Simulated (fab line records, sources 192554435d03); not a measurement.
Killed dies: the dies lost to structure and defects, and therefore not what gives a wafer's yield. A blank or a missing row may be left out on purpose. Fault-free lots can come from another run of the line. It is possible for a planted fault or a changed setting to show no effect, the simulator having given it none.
Matching of chambers + flow n5 finfet + N5_BEOL_M2_ETCH_74 on rie diel-06 has 4 sister chambers
The step etches underlayer in N2/H2, target depth 6.5 nm, time 5.2 s. 14 wafers are shown with their chamber, then 7 later ones without.

EACH WAFER AND ITS CHAMBER
| wafer  | chamber | showerhead plenum p Torr (Torr) | drypump motor current A (A) | throttle valve pct (%) |
|--------|---------|---------------------------------|-----------------------------|------------------------|
| L076.2 | 0       | 2.56                            | 5.7                         | 17.66                  |
| L076.4 | 1       | 2.49                            | 6.1                         | 17.75                  |
| L076.6 | 3       | 2.53                            | 5.8                         | 18.08                  |
| L081.1 | 2       | 2.68                            | 6.1                         | 17.67                  |
| L081.5 | 1       | 2.49                            | 6.2                         | 17.79                  |
| L081.6 | 2       | 2.68                            | 6.1                         | 17.68                  |
| L086.1 | 2       | 2.67                            | 6.1                         | 17.71                  |
| L086.3 | 1       | 2.48                            | 6.1                         | 17.77                  |
| L086.5 | 3       | 2.52                            | 5.8                         | 18.08                  |
| L091.1 | 2       | 2.67                            | 6.1                         | 17.72                  |
| L091.2 | 3       | 2.52                            | 5.8                         | 18.12                  |
| L091.6 | 2       | 2.67                            | 6.1                         | 17.72                  |
| L092.1 | 3       | 2.52                            | 5.8                         | 18.12                  |
| L092.2 | 2       | 2.67                            | 6.1                         | 17.73                  |

SIGNATURES (averages over the wafers above)
| reading                  | chamber 0 | chamber 1 | chamber 2 | chamber 3 | scatter within a chamber |
|--------------------------|-----------|-----------|-----------|-----------|--------------------------|
| showerhead plenum p Torr | 2.5600    | 2.4867    | 2.6733    | 2.5225    | 0.00524                  |
| drypump motor current A  | 5.700     | 6.133     | 6.100     | 5.800     | 0.0258                   |
| throttle valve pct       | 17.6600   | 17.7700   | 17.7050   | 18.1000   | 0.0231                   |
Rule: a wafer lies at a distance from a chamber equal to the root of the sum of squares, over the readings, of (its reading less the chamber's mean, divided by the reading's scatter). If the next closest chamber is less than 2 further off than the closest, the wafer can't be placed; otherwise it belongs to the closest. The scatter: the root of (the sum of the squares of (reading less its chamber's mean) over the shown wafers, divided by (wafers less chambers)).

WAFERS WITHOUT THEIR CHAMBER
| wafer  | showerhead plenum p Torr (Torr) | drypump motor current A (A) | throttle valve pct (%) |
|--------|---------------------------------|-----------------------------|------------------------|
| L092.3 | 2.48                            | 6.2                         | 17.81                  |
| L095.1 | 2.66                            | 6.1                         | 17.73                  |
| L095.3 | 2.54                            | 5.7                         | 17.72                  |
| L095.6 | 2.52                            | 5.8                         | 18.14                  |
| L097.1 | 2.54                            | 5.7                         | 17.75                  |
| L097.3 | 2.51                            | 5.8                         | 18.15                  |
| L097.6 | 2.54                            | 5.7                         | 17.75                  |

EACH ONE'S CHAMBER
| wafer  | from the rows above | in truth |
|--------|---------------------|----------|
| L092.3 | 1                   | 1        |
| L095.1 | 2                   | 2        |
| L095.3 | 0                   | 0        |
| L095.6 | 3                   | 3        |
| L097.1 | 0                   | 0        |
| L097.3 | 3                   | 3        |
| L097.6 | 0                   | 0        |
7 of 7 placed correctly. From these rows, 0 cannot be placed. Placed wrongly: 0.
